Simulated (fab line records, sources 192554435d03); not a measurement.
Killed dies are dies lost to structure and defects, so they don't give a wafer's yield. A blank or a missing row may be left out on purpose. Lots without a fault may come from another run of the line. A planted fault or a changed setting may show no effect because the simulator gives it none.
Split-lot experiment | flow n5_finfet | 7 lots, 21 wafers read, on a route of 1938 steps

THE SPLIT
At N5_BEOL_M12_ETCH_68 (etches SOC in N2/H2, time 285 s), the setting time_s was moved away from the recipe's 285 s on 6 of the 21 wafers read, by -19.9% to +18.6%. The other wafers ran this setting at the recipe's value.

The reading is taken at the split's own step.

THE READING
SiARC_of_BEOL_M12_COAT_66.thk_nm (the simulator's own value, which no gauge read), in nm, at N5_BEOL_M12_ETCH_68 (etches SOC in N2/H2, time 285 s). The file gives no usual value for it. The 15 wafers here that ran the recipe average 86.1 nm, standard deviation 0.52 nm.

wafer  | tool, chamber at the split | time_s as run, s | against the recipe | SiARC_of_BEOL_M12_COAT_66.thk_nm, nm | against lot-mates on the recipe
L088.3 | rie_diel-04, 1             | 285              | recipe             | 85.8                                 | -
L088.5 | rie_diel-04, 0             | 285              | recipe             | 86.2                                 | -
L088.6 | rie_diel-04, 3             | 285              | recipe             | 85.6                                 | -
L089.2 | rie_diel-04, 0             | 285              | recipe             | 87.2                                 | -
L089.5 | rie_diel-04, 3             | 285              | recipe             | 86.2                                 | -
L089.6 | rie_diel-04, 0             | 324.6            | +13.9%             | 83.2                                 | -3.5
L090.4 | rie_diel-04, 2,0           | 285              | recipe             | 86.2                                 | -
L090.6 | rie_diel-04, 2,0           | 285              | recipe             | 86.2                                 | -
L090.5 | rie_diel-04, 3             | 285              | recipe             | 85.4                                 | -
L091.3 | rie_diel-05, 1             | 285              | recipe             | 86.4                                 | -
L091.4 | rie_diel-05, 0             | 285              | recipe             | 85.8                                 | -
L091.5 | rie_diel-05, 1             | 228.2            | -19.9%             | 91.4                                 | +5.3
L092.2 | rie_diel-04, 1             | 285              | recipe             | 85.8                                 | -
L092.4 | rie_diel-04, 0             | 338.1            | +18.6%             | 82.2                                 | -3.6
L092.5 | rie_diel-04, 1             | 338.1            | +18.6%             | 81.4                                 | -4.4
L094.1 | rie_diel-05, 0             | 285              | recipe             | 85.6                                 | -
L094.5 | rie_diel-05, 0             | 285              | recipe             | 85.4                                 | -
L094.6 | rie_diel-05, 3             | 232.8            | -18.3%             | 89.6                                 | +4.1
L093.3 | rie_diel-05, 1             | 285              | recipe             | 87                                   | -
L093.4 | rie_diel-05, 3             | 285              | recipe             | 86.4                                 | -
L093.5 | rie_diel-05, 0             | 244.7            | -14.1%             | 89.2                                 | +2.5
Where a row lists several chambers, the file gives one row for several wafers and doesn't say which wafer went through which chamber.

THE FIT
A straight line over all 21 wafers: SiARC_of_BEOL_M12_COAT_66.thk_nm changes by -0.228 nm for each +1% of time_s; r = -0.97; the points scatter about the line by 0.53 nm.
The same after taking each lot's own level away (the mean of its wafers on the recipe; 21 wafers): -0.227 nm for each +1%; r = -0.98; scatter 0.41 nm.
On that fit, the largest move of time_s shifts the reading by 4.5 nm.
The lots' own levels span 85.50 to 86.70 nm, that is 2.3 times the standard deviation above.
So the lot-to-lot level changes the slope little: the two slopes agree.
Check: with one of the wafers moved furthest among these (-19.9%) left out of the fit, the line predicts +4.26 nm for it against its lot-mates. It came out at +5.3 nm against them.

OTHER SPLITS ON THESE WAFERS
These wafers also went through other splits before the reading. Each is held against what the fit with the lots' levels taken away leaves over:
other split on the same wafers | wafers away from the commonest value | r with SiARC_of_BEOL_M12_COAT_66.thk_nm (lot level and that fit taken away)
N5_BEOL_M10_COAT_22 spin_rpm   | 8                                    | +0.33
N5_BEOL_M11_COAT_63 spin_rpm   | 13                                   | -0.12
N5_BEOL_M11_COAT_22 spin_rpm   | 5                                    | +0.19

THE FILE'S OWN FIT
SiARC_of_BEOL_M12_COAT_66.thk_nm changes by -0.23 nm for each +1% of time_s, r = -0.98.
